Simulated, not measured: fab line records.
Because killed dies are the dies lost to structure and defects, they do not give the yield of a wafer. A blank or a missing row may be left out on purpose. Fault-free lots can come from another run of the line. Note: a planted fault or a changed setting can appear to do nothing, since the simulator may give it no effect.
What tool caused it? + flow nandHarc + at 1 step of a route of 1159, 6 lots with 18 wafers sampled

## WHAT THE GAUGES SHOWED, per wafer
NHARC_HYBRID_BOND_OVL_MEAS_05.
| lot  | measured     | on         | overlayXNm (nm) |
|------|--------------|------------|-----------------|
| L336 | day 19 02:09 | overlay-02 | -26 -21 57      |
| L341 | day 20 04:55 | overlay-01 | -12 -16 0       |
| L349 | day 21 11:19 | overlay-02 | 50 20 -19       |
| L348 | day 21 19:22 | overlay-01 | -35 23 -37      |
| L350 | day 22 02:01 | overlay-01 | -36 27 0        |
| L356 | day 23 16:52 | overlay-02 | -34 31 9        |

## EACH LOT AND THE TOOL THAT RAN IT (in order: tool; ch and the chambers of the sampled wafers; start)
No process step before these readings appears in the record.

## THE ANSWER, worked out from the rows above alone
Rule: the usual values come from the lots themselves. The widest of any qualifying gaps counts: lots, ordered by their means at a reading, are off when they make up no more than a third of the lots, leave a main group of 4 or more, and stand apart from it by 3 or more times the standard deviation of that group's means. A main group is skipped when, at the precision printed for the reading in the tables above, its means are all equal. Also off: a lot with no number at a reading for which 4 or more lots have one. Where the step has rows for the other lots, those lots are counted as sound.
Nothing can be told from this: no lot is off at any reading shown.

## WHAT THE SIMULATOR PUT IN
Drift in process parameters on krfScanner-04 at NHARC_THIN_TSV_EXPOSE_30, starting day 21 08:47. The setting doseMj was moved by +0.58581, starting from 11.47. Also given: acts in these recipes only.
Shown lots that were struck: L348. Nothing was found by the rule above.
